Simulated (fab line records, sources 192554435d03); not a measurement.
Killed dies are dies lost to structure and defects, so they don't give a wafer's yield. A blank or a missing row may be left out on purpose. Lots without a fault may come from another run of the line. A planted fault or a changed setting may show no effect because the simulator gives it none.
One fault seen from 2 desks | flow n5_finfet | each desk has only its own numbers; what lay behind them comes last

THE METROLOGY DESK
What the gauges read, lot by lot, whatever tool the lot ran on: means of the sampled wafers that have a number. A lot is out of limits, marked OUT, if its mean lies more than 4 standard deviations from the usual mean; the brackets give that distance. Of its 11 readings 7 are shown: those that lie furthest out on some lot.
Columns: A = DIBL_N at N5_BEOL_M4_RC_MEAS_101, usual 36.3 mV/V; B = IOFF_P at N5_BEOL_M4_RC_MEAS_101, usual 0.211 nA/um; C = ION_N at N5_BEOL_M4_RC_MEAS_101, usual 672 uA/um; D = ION_P at N5_BEOL_M4_RC_MEAS_101, usual 462 uA/um; E = SS_N at N5_BEOL_M4_RC_MEAS_101, usual 71.5 mV/dec; F = VT_N at N5_BEOL_M4_RC_MEAS_101, usual 249.9 mV; G = VT_P at N5_BEOL_M4_RC_MEAS_101, usual -249.8 mV
lot  | first seen here | A    | B     | C   | D   | E    | F     | G
L557 | day 5 21:43     | 36.8 | 0.225 | 674 | 461 | 71.9 | 247.7 | -249.3
L560 | day 6 09:23     | 36.5 | 0.238 | 672 | 469 | 71.6 | 249.2 | -246.7
L561 | day 6 20:01     | 35.8 | 0.188 | 684 | 463 | 71.4 | 249.9 | -251.5
L565 | day 7 22:38     | 35.6 | 0.162 | 667 | 454 | 71.1 | 253.3 | -255.2
L567 | day 8 06:35     | 37.4 | 0.190 | 664 | 451 | 71.6 | 251.6 | -251.7
L568 | day 8 12:32     | 35.6 | 0.197 | 666 | 456 | 70.8 | 249.0 | -250.9
L573 | day 9 15:50     | 36.2 | 0.226 | 688 | 471 | 71.8 | 246.1 | -247.6
L577 | day 10 15:46    | 34.7 | 0.236 | 669 | 469 | 71.3 | 249.5 | -246.8
L579 | day 11 09:54    | 37.7 | 0.238 | 674 | 464 | 72.3 | 248.5 | -247.5
This desk's finding: nothing out of limits on any of the 9 lots.

THE TOOL OWNER'S DESK: pecvd-04
The tool's own readings at N5_BEOL_M0_SAQP_PECVD_96 (deposits a-Si from SiH4/He, target thk 45 nm, time 45.2 s): means of the sampled wafers that have a number, for each lot that ran on this tool. A lot is out of limits, marked OUT, if its mean lies more than 4 standard deviations from the usual mean; the brackets give that distance.
Columns: A = heater_power_outer_w at N5_BEOL_M0_SAQP_PECVD_96, usual 349 W; B = heater_power_w at N5_BEOL_M0_SAQP_PECVD_96, usual 581 W; C = run_length_s at N5_BEOL_M0_SAQP_PECVD_96, usual 81.2 s; D = showerhead_plenum_p_Torr at N5_BEOL_M0_SAQP_PECVD_96, usual 5.66 Torr; E = throttle_valve_pct at N5_BEOL_M0_SAQP_PECVD_96, usual 18.0 %
lot  | first seen here | A   | B   | C    | D    | E
L557 | day 5 21:01     | 331 | 559 | 81.3 | 5.65 | 17.9
L565 | day 7 22:04     | 298 | 504 | 80.9 | 5.63 | 18.4
L567 | day 8 05:54     | 321 | 548 | 79.2 | 5.61 | 18.3
L568 | day 8 11:56     | 313 | 526 | 79.3 | 5.65 | 17.8
This desk's finding: nothing out of limits on any of the 4 lots.

PUT TOGETHER
The metrology desk saw nothing out of limits.
The tool owner's desk saw nothing out of limits.

WHAT THE SIMULATOR HAD PUT IN
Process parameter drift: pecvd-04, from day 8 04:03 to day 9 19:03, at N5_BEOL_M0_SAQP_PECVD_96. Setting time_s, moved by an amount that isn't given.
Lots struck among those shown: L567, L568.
